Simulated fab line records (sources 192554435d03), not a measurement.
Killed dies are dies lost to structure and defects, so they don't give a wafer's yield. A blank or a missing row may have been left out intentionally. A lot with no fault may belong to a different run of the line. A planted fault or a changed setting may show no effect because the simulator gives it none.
Split-lot experiment || flow n5 finfet || 7 lots, 39 wafers read, on a route of 1938 steps

== THE SPLIT ==
At N5_DUMMY_GATE_ETCH_32 (etches SiO2 in CF4, target depth 3.5 nm, time 3.9 s), the setting time s was moved away from the recipe's 3.9 s on 18 of the 39 wafers read, by -22.9% to +17.1%. All remaining wafers had this setting at the recipe value.

The split's own step is where the reading is taken.

== THE READING ==
etch.depth nm (the simulator's own value, which no gauge read), in nm, at N5_DUMMY_GATE_ETCH_32 (etches SiO2 in CF4, target depth 3.5 nm, time 3.9 s). The file gives no usual value for it. Across the 21 wafers here that went through the recipe, the average is 3.440 nm and the standard deviation 0.11 nm.

{"wafer": "L082.1", "tool, chamber at the split": "rie si-03, 2", "time s as run, s": 4.567, "against the recipe": "+17.1%", "etch.depth nm, nm": 3.999, "against lot-mates on the recipe": "+0.529"}
{"wafer": "L082.2", "tool, chamber at the split": "rie si-03, 1", "time s as run, s": 4.567, "against the recipe": "+17.1%", "etch.depth nm, nm": 4.082, "against lot-mates on the recipe": "+0.612"}
{"wafer": "L082.3", "tool, chamber at the split": "rie si-03, 3", "time s as run, s": 3.9, "against the recipe": "recipe", "etch.depth nm, nm": 3.455, "against lot-mates on the recipe": "-"}
{"wafer": "L082.4", "tool, chamber at the split": "rie si-03, 3", "time s as run, s": 3.9, "against the recipe": "recipe", "etch.depth nm, nm": 3.454, "against lot-mates on the recipe": "-"}
{"wafer": "L082.5", "tool, chamber at the split": "rie si-03, 2", "time s as run, s": 4.567, "against the recipe": "+17.1%", "etch.depth nm, nm": 4.017, "against lot-mates on the recipe": "+0.547"}
{"wafer": "L082.6", "tool, chamber at the split": "rie si-03, 1", "time s as run, s": 3.9, "against the recipe": "recipe", "etch.depth nm, nm": 3.502, "against lot-mates on the recipe": "-"}
{"wafer": "L087.1", "tool, chamber at the split": "rie si-03, 3", "time s as run, s": 3.092, "against the recipe": "-20.7%", "etch.depth nm, nm": 2.783, "against lot-mates on the recipe": -0.589}
{"wafer": "L087.2", "tool, chamber at the split": "rie si-03, 1", "time s as run, s": 3.092, "against the recipe": "-20.7%", "etch.depth nm, nm": 2.785, "against lot-mates on the recipe": -0.587}
{"wafer": "L087.3", "tool, chamber at the split": "rie si-03, 0", "time s as run, s": 3.9, "against the recipe": "recipe", "etch.depth nm, nm": 3.207, "against lot-mates on the recipe": "-"}
{"wafer": "L087.4", "tool, chamber at the split": "rie si-03, 2", "time s as run, s": 3.9, "against the recipe": "recipe", "etch.depth nm, nm": 3.445, "against lot-mates on the recipe": "-"}
{"wafer": "L087.5", "tool, chamber at the split": "rie si-03, 2", "time s as run, s": 3.092, "against the recipe": "-20.7%", "etch.depth nm, nm": 2.713, "against lot-mates on the recipe": -0.659}
{"wafer": "L087.6", "tool, chamber at the split": "rie si-03, 3", "time s as run, s": 3.9, "against the recipe": "recipe", "etch.depth nm, nm": 3.465, "against lot-mates on the recipe": "-"}
{"wafer": "L088.1", "tool, chamber at the split": "rie si-04, 0", "time s as run, s": 3.316, "against the recipe": "-15.0%", "etch.depth nm, nm": 2.911, "against lot-mates on the recipe": -0.618}
{"wafer": "L088.2", "tool, chamber at the split": "rie si-04, 2", "time s as run, s": 3.316, "against the recipe": "-15.0%", "etch.depth nm, nm": 2.898, "against lot-mates on the recipe": -0.631}
{"wafer": "L088.3", "tool, chamber at the split": "rie si-04, 3", "time s as run, s": 3.9, "against the recipe": "recipe", "etch.depth nm, nm": 3.47, "against lot-mates on the recipe": "-"}
{"wafer": "L088.4", "tool, chamber at the split": "rie si-04, 1", "time s as run, s": 3.316, "against the recipe": "-15.0%", "etch.depth nm, nm": 3.139, "against lot-mates on the recipe": -0.390}
{"wafer": "L088.5", "tool, chamber at the split": "rie si-04, 1", "time s as run, s": 3.9, "against the recipe": "recipe", "etch.depth nm, nm": 3.711, "against lot-mates on the recipe": "-"}
{"wafer": "L088.6", "tool, chamber at the split": "rie si-04, 2", "time s as run, s": 3.9, "against the recipe": "recipe", "etch.depth nm, nm": 3.406, "against lot-mates on the recipe": "-"}
{"wafer": "L089.1", "tool, chamber at the split": "rie si-03, 3", "time s as run, s": 3.9, "against the recipe": "recipe", "etch.depth nm, nm": 3.493, "against lot-mates on the recipe": "-"}
{"wafer": "L089.2", "tool, chamber at the split": "rie si-03, 2", "time s as run, s": 3.464, "against the recipe": "-11.2%", "etch.depth nm, nm": 3.105, "against lot-mates on the recipe": -0.287}
{"wafer": "L089.3", "tool, chamber at the split": "rie si-03, 1", "time s as run, s": 3.464, "against the recipe": "-11.2%", "etch.depth nm, nm": 3.124, "against lot-mates on the recipe": -0.268}
{"wafer": "L089.4", "tool, chamber at the split": "rie si-03, 0", "time s as run, s": 3.9, "against the recipe": "recipe", "etch.depth nm, nm": 3.226, "against lot-mates on the recipe": "-"}
{"wafer": "L089.5", "tool, chamber at the split": "rie si-03, 3", "time s as run, s": 3.464, "against the recipe": "-11.2%", "etch.depth nm, nm": 3.137, "against lot-mates on the recipe": -0.255}
{"wafer": "L089.6", "tool, chamber at the split": "rie si-03, 2", "time s as run, s": 3.9, "against the recipe": "recipe", "etch.depth nm, nm": 3.456, "against lot-mates on the recipe": "-"}
{"wafer": "L091.1", "tool, chamber at the split": "rie si-05, 3", "time s as run, s": 4.324, "against the recipe": "+10.9%", "etch.depth nm, nm": 3.776, "against lot-mates on the recipe": "+0.301"}
{"wafer": "L091.2", "tool, chamber at the split": "rie si-05, 1", "time s as run, s": 4.324, "against the recipe": "+10.9%", "etch.depth nm, nm": 3.767, "against lot-mates on the recipe": "+0.292"}
{"wafer": "L091.3", "tool, chamber at the split": "rie si-05, 0", "time s as run, s": 3.9, "against the recipe": "recipe", "etch.depth nm, nm": 3.615, "against lot-mates on the recipe": "-"}
{"wafer": "L091.4", "tool, chamber at the split": "rie si-05, 2", "time s as run, s": 4.324, "against the recipe": "+10.9%", "etch.depth nm, nm": 3.803, "against lot-mates on the recipe": "+0.328"}
{"wafer": "L091.5", "tool, chamber at the split": "rie si-05, 1", "time s as run, s": 3.9, "against the recipe": "recipe", "etch.depth nm, nm": 3.359, "against lot-mates on the recipe": "-"}
{"wafer": "L091.6", "tool, chamber at the split": "rie si-05, 2", "time s as run, s": 3.9, "against the recipe": "recipe", "etch.depth nm, nm": 3.45, "against lot-mates on the recipe": "-"}
{"wafer": "L092.1", "tool, chamber at the split": "rie si-03, 1", "time s as run, s": 3.9, "against the recipe": "recipe", "etch.depth nm, nm": 3.518, "against lot-mates on the recipe": "-"}
{"wafer": "L092.2", "tool, chamber at the split": "rie si-03, 0", "time s as run, s": 3.9, "against the recipe": "recipe", "etch.depth nm, nm": 3.229, "against lot-mates on the recipe": "-"}
{"wafer": "L092.3", "tool, chamber at the split": "rie si-03, 2", "time s as run, s": 3.9, "against the recipe": "recipe", "etch.depth nm, nm": 3.454, "against lot-mates on the recipe": "-"}
{"wafer": "L093.1", "tool, chamber at the split": "rie si-05, 1", "time s as run, s": 3.006, "against the recipe": "-22.9%", "etch.depth nm, nm": 2.615, "against lot-mates on the recipe": -0.829}
{"wafer": "L093.2", "tool, chamber at the split": "rie si-05, 0", "time s as run, s": 3.006, "against the recipe": "-22.9%", "etch.depth nm, nm": 2.794, "against lot-mates on the recipe": -0.650}
{"wafer": "L093.3", "tool, chamber at the split": "rie si-05, 2", "time s as run, s": 3.006, "against the recipe": "-22.9%", "etch.depth nm, nm": 2.669, "against lot-mates on the recipe": -0.775}
{"wafer": "L093.4", "tool, chamber at the split": "rie si-05, 3", "time s as run, s": 3.9, "against the recipe": "recipe", "etch.depth nm, nm": 3.463, "against lot-mates on the recipe": "-"}
{"wafer": "L093.5", "tool, chamber at the split": "rie si-05, 1", "time s as run, s": 3.9, "against the recipe": "recipe", "etch.depth nm, nm": 3.433, "against lot-mates on the recipe": "-"}
{"wafer": "L093.6", "tool, chamber at the split": "rie si-05, 2", "time s as run, s": 3.9, "against the recipe": "recipe", "etch.depth nm, nm": 3.437, "against lot-mates on the recipe": "-"}

FIT RESULTS
A straight line over all 39 wafers: etch.depth nm changes by +0.0325 nm for each +1% of time s; r = +0.97; the points scatter about the line by 0.097 nm.
The same after taking each lot's own level away (the mean of its wafers on the recipe; 39 wafers): +0.0315 nm for each +1%; r = +0.97; scatter 0.094 nm.
The reading moves by 0.72 nm for the largest change in time s, on that fit.
Measured against the standard deviation above, the lots' own levels, which go from 3.3723 to 3.5290 nm, span 1.4 times it.
So the lot-to-lot level changes the slope little: the two slopes agree.
Check: for one of the wafers moved furthest among these (-22.9%), held out of the fit, the line's prediction against its lot-mates is -0.71 nm. It came out at -0.829 nm against them.

== OTHER SPLITS ON THESE WAFERS ==
Other splits were also applied to these wafers ahead of the reading. Each is held against what the fit with the lots' levels taken away leaves over:
{"other split on the same wafers": "N5_FIN_SAQP_SPACER1_ALD_24 ald cycles", "wafers away from the commonest value": 12, "r with etch.depth nm (lot level and that fit taken away)": "+0.44"}
{"other split on the same wafers": "N5_DUMMY_GATE_ETCH_31 target depth a", "wafers away from the commonest value": 18, "r with etch.depth nm (lot level and that fit taken away)": "+0.19"}

== THE FILE'S OWN FIT ==
etch.depth nm changes by +0.0315 nm for each +1% of time s, r = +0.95.
